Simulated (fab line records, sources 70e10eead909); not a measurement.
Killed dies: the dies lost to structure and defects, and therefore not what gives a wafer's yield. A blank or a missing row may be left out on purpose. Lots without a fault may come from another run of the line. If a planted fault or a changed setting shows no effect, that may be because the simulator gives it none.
Chamber matching :: flow nandHarc :: NHARC_A_BONDPAD_CMP_29 on cmp-03 has 4 sister chambers
The step polishes SiCN, target thk 200 nm. 4 wafers are shown with their chamber, then 9 later ones without.

## WAFERS, EACH WITH ITS CHAMBER
wafer: L087.6
chamber: 0
motorCurrentA (A): 13.3

wafer: L089.1
chamber: 3
motorCurrentA (A): 10.7

wafer: L089.3
chamber: 1
motorCurrentA (A): 10.6

wafer: L089.6
chamber: 2
motorCurrentA (A): 11.5

## WAFERS WHOSE CHAMBER IS MISSING
wafer: L092.1
motorCurrentA (A): 10.3

wafer: L092.3
motorCurrentA (A): 14.2

wafer: L092.6
motorCurrentA (A): 12.0

wafer: L095.2
motorCurrentA (A): 11.0

wafer: L095.3
motorCurrentA (A): 13.4

wafer: L095.5
motorCurrentA (A): 9.8

wafer: L096.3
motorCurrentA (A): 11.5

wafer: L096.5
motorCurrentA (A): 13.7

wafer: L096.6
motorCurrentA (A): 10.3

## EACH ONE'S CHAMBER
wafer: L092.1
from the rows above: can't be placed: 1 or 3 or 2
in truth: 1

wafer: L092.3
from the rows above: 0
in truth: 0

wafer: L092.6
from the rows above: can't be placed: 2 or 0 or 3 or 1
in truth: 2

wafer: L095.2
from the rows above: can't be placed: 3 or 1 or 2
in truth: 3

wafer: L095.3
from the rows above: 0
in truth: 0

wafer: L095.5
from the rows above: can't be placed: 1 or 3 or 2
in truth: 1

wafer: L096.3
from the rows above: can't be placed: 2 or 3 or 1
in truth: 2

wafer: L096.5
from the rows above: 0
in truth: 0

wafer: L096.6
from the rows above: can't be placed: 1 or 3 or 2
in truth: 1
Placed correctly: 3 of 9. Can't be placed from these rows: 6 (the true chamber is among the candidates in 6). Number placed wrongly: 0.
How it was worked out, from the rows above alone: a wafer's distance from a chamber is the root of the sum, over the readings, of the square of ((its reading less the chamber's mean) divided by the reading's scatter). If the next closest chamber is less than 2 further off than the closest, the wafer can't be placed; otherwise it belongs to the closest. A chamber's mean is the mean of its shown wafers. The scatter: with one shown wafer a chamber, the root of the mean of the squares of how far each hidden wafer lies from its nearest shown one.
